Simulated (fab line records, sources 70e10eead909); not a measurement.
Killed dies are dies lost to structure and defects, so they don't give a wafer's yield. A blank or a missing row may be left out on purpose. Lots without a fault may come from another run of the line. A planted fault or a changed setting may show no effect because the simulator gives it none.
A struck lot beside a sound one | flow nand_harc | 42 steps out of a route of 1302
Sound: wafers L537.4, L537.5, L537.6. Struck: wafers L544.1, L544.2, L544.4. The cause comes at the end.
At each step with rows: each side's tool, then ch and its chambers, then its first start. Under that, the readings that differ: sound wafers | struck wafers | difference of the means | sigmas: that difference in standard deviations of wafers without a fault.
alike: readings whose means differ by less than 2 such deviations, and words and numbers that are the same on both sides. not compared: withheld readings, readings that some wafer has no value for, bounds like >300 that may hide the same value, and numbers for which the record gives no deviation and whose values overlap.
The two part at a step that has a row with sigmas, a row that says differs or no value, or rows on one side only. Numbers that don't overlap but have no deviation are shown without sigmas and don't part them. A reading that every wafer of one side lacks parts them only if that side has two wafers or more.

NHARC_P_ZERO_WELL_DESCUM_54: chemistry O2, time 3 s.
  sound on rie_diel-07 ch 0,3, day 4 13:48; struck on rie_diel-01 ch 0,2,3, day 7 11:55
  reading                     | sound       | struck      | difference | sigmas
  drypump_motor_current_A (A) | 5.1 5.1 5.9 | 5.7 6.5 6.0 | +0.7       | +2
  alike: o2_flow_sccm, oes_product_au, rf_vpp_V, showerhead_plenum_p_Torr, throttle_valve_pct
  not compared: rf_hours_counter_h
then, 5 steps without rows for these wafers: NHARC_P_ZERO_WELL_IMPLANT_55; NHARC_P_ZERO_WELL_IMPLANT_61; NHARC_P_ZERO_WELL_STRIP_56 (strips in SPM, time 840 s); NHARC_P_ZERO_WELL_PRECLEAN_68 (cleans in SC1, time 60 s); NHARC_P_ZERO_WELL_SRD_69.
NHARC_P_ZERO_WELL_RTA_42: time 300 s.
  sound on rtp_anneal-02 ch 0, day 4 15:05; struck on rtp_anneal-02 ch 0, day 7 12:54
  alike: lamp_power_pct, lamp_zone_3_pct, wafer_temp_C_max
NHARC_P_ZERO_WELL_INSPECT_43:
  sound on defect_inspect-01, day 4 15:28; struck on defect_inspect-01, day 7 13:35
  alike: raw_defect_count
then, 4 steps without rows for these wafers: NHARC_P_STI_ETCH_26 (etches SiO2 in dHF, target depth 11 nm); NHARC_P_STI_PRECLEAN_27 (cleans in SC1); NHARC_P_STI_SRD_28; NHARC_P_STI_OXIDE_29 (material SiO2, target thk 10 nm, ox time 1362 s).
NHARC_P_STI_HM_DEP_30: deposits Si3N4, target thk 80 nm, time 873 s.
  sound on lpcvd-02 ch 0, day 5 02:04; struck on lpcvd-02 ch 1, day 8 00:19
then, 9 steps without rows for these wafers: NHARC_P_STI_DEHYDRATE_01 (time 120 s); NHARC_P_STI_HMDS_02 (time 30 s); NHARC_P_STI_COAT_41 (time 65 s); NHARC_P_STI_COAT_03 (resist thk 600 nm); NHARC_P_STI_SOFTBAKE_04 (time 70 s); NHARC_P_STI_EBR_05; NHARC_P_STI_EXPOSE_06 (exposes mask P STI, target cd 200 nm); NHARC_P_STI_PEB_07 (peb time 80 s); NHARC_P_STI_DEVELOP_08 (time 50 s).
NHARC_P_STI_CD_MEAS_09: target cd 200 nm.
  sound on cd_sem-02 ch 0, day 5 06:04; struck on cd_sem-01 ch 0, day 8 04:26
  alike: cd_nm
NHARC_P_STI_OVL_MEAS_10:
  sound on overlay-02, day 5 06:08; struck on overlay-01, day 8 04:32
  alike: overlay_x_nm, overlay_y_nm
NHARC_P_STI_INSPECT_11:
  sound on defect_inspect-01, day 5 06:11; struck on defect_inspect-02, day 8 04:34
  alike: raw_defect_count
then, 1 step without rows for these wafers: NHARC_P_STI_HARDBAKE_13 (time 65 s).
NHARC_P_STI_DESCUM_14: chemistry O2, time 3 s.
  sound on rie_diel-13 ch 0,2,3, day 5 06:20; struck on rie_diel-08 ch 1,2,3, day 8 04:42
  alike: drypump_motor_current_A, o2_flow_sccm, oes_product_au, rf_vpp_V, showerhead_plenum_p_Torr, throttle_valve_pct
  not compared: rf_hours_counter_h
then, 2 steps without rows for these wafers: NHARC_P_STI_ETCH_42 (etches the open film in N2/H2, target depth 80 nm, overetch 24 nm, time 61 s); NHARC_P_STI_ETCH_31 (etches the open film in CF4/CHF3, target depth 108.9 nm, time 54.5 s).
NHARC_P_STI_ETCH_15: etches the open film in HBr/Cl2, target depth 300 nm, time 100.1 s.
  sound on rie_si-06 ch 1,2,3, day 5 06:38; struck on rie_si-05 ch 0,1,3, day 8 04:59
  alike: drypump_motor_current_A, oes_product_au, throttle_valve_pct
  not compared: rf_hours_counter_h
NHARC_P_STI_CD_MEAS_16:
  sound on cd_sem-03, day 5 06:46; struck on cd_sem-01, day 8 05:08
  alike: cd_nm
NHARC_P_STI_OCD_MEAS_17:
  sound on ocd-02, day 5 06:50; struck on ocd-01, day 8 05:13
  alike: trench_foot_cd_nm
then, 3 steps without rows for these wafers: NHARC_P_STI_STRIP_19 (strips in SPM, time 900 s); NHARC_P_STI_PRECLEAN_32 (cleans in SC1); NHARC_P_STI_SRD_23.
NHARC_P_STI_OCD_MEAS_43:
  sound on ocd-01, day 5 07:21; struck on ocd-02, day 8 05:44
  alike: trench_foot_cd_nm
then, 3 steps without rows for these wafers: NHARC_P_STI_OXIDE_33 (material SiO2, target thk 10 nm, ox time 281 s); NHARC_P_STI_HDPCVD_20 (deposits SiO2); NHARC_P_STI_ANNEAL_34 (time 1800 s).
NHARC_P_STI_CMP_21: polishes, t overpolish 20 s, target thk 380.67 nm.
  sound on cmp-02 ch 0,1, day 6 01:07; struck on cmp-02 ch 1,2,3, day 8 22:17
  alike: motor_current_A, overpolish_run_s
then, 1 step without rows for these wafers: NHARC_P_STI_SRD_35.
-- the record jumps here: 21 days lie between the struck wafers' starts before and after (it left off in module P_STI and takes up again in module END, whose first step shown is number 1302 of the route) --
NHARC_END_SORT_01:
  the record has rows for the struck wafers here (prober-01 ch 0, day 29 15:30) and none for the sound ones

WHERE THEY PART
First at NHARC_P_ZERO_WELL_DESCUM_54; last, within this record, at NHARC_END_SORT_01.

WHY: what the simulator had put in
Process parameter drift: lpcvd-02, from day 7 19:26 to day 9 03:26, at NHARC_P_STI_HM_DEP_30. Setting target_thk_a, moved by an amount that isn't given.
